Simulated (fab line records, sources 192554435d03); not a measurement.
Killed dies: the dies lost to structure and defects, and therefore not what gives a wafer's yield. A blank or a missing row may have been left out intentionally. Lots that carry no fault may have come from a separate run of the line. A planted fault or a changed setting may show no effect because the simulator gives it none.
Chamber matching ; flow n5 finfet ; N5_BEOL_M4_VIA_ETCH_34 on rie diel-02: 4 sister chambers
The step etches the open film in C4F6/O2, target depth 69.4 nm, time 65.9 s. 8 wafers are shown with their chamber, then 8 later ones without.

== WAFERS WITH THEIR CHAMBER ==
wafer;chamber;throttle valve pct (%);rf vpp V (V)
L078.5;1;30.76;661
L081.6;0;30.32;670
L083.4;3;30.74;676
L083.5;1;30.78;661
L084.2;2;30.94;674
L084.4;3;30.76;674
L084.6;2;30.93;675
L090.3;0;30.18;681

== WAFERS WHOSE CHAMBER IS MISSING ==
wafer;throttle valve pct (%);rf vpp V (V)
L090.4;30.95;673
L090.5;30.94;673
L094.1;30.97;672
L094.2;30.83;660
L094.3;30.18;680
L096.3;30.19;682
L096.4;30.97;674
L096.5;30.79;674

== WHICH CHAMBER EACH WENT THROUGH ==
wafer;from the rows above;in truth
L090.4;2;2
L090.5;2;2
L094.1;2;2
L094.2;1;1
L094.3;0;0
L096.3;0;0
L096.4;2;2
L096.5;3;3
8 of 8 placed correctly. Not placeable from these rows: 0. Wrongly placed: 0.
How it was worked out, from the rows above alone: a wafer's distance from a chamber is the root of the sum, over the readings, of the square of ((its reading less the chamber's mean) divided by the reading's scatter). The wafer belongs to the nearest chamber; if the next one is less than 2 further off, it can't be placed. The mean given for a chamber averages the wafers shown for that chamber. How the scatter is found: for the shown wafers, subtract from each reading the mean of its chamber, square and add these, divide the total by (wafers less chambers), then take the root.
